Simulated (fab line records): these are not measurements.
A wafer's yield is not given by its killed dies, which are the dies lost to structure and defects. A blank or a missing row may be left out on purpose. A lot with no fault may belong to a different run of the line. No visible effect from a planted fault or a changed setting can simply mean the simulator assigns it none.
Chamber matching ; flow n5Finfet ; N5_BEOL_M2_ALD_84 on aldMetal-02 has 4 sister chambers
The step deposits TaN, pulse time 2 s, purge time 3 s, co reactant purge time 2 s. 4 wafers are shown with their chamber, then 8 later ones without.

## WAFERS WITH THEIR CHAMBER
wafer;chamber;heaterPowerW (W)
L086.3;3;405
L088.1;1;482
L088.5;2;434
L091.1;0;487

## WAFERS WHOSE CHAMBER IS MISSING
wafer;heaterPowerW (W)
L091.2;487
L091.4;429
L095.2;478
L095.5;489
L095.6;412
L097.2;477
L097.3;448
L097.5;468

## THE CHAMBER EACH PASSED THROUGH
wafer;from the rows above;in truth
L091.2;can't be placed: 0 or 1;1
L091.4;2;2
L095.2;can't be placed: 1 or 0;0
L095.5;can't be placed: 0 or 1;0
L095.6;can't be placed: 3 or 2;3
L097.2;can't be placed: 1 or 0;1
L097.3;2;2
L097.5;can't be placed: 1 or 0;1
Correctly placed: 2 of 8. Cannot be placed on the basis of these rows: 6; the candidates contain the true chamber in 6. 0 placed wrongly.
How it was worked out, from the rows above alone: a wafer's distance from a chamber is the root of the sum, over the readings, of the square of ((its reading less the chamber's mean) divided by the reading's scatter). If the next closest chamber is less than 2 further off than the closest, the wafer can't be placed; otherwise it belongs to the closest. The mean given for a chamber averages the wafers shown for that chamber. The scatter: root of mean squared gap, hidden wafer to nearest shown wafer, with one shown wafer a chamber.
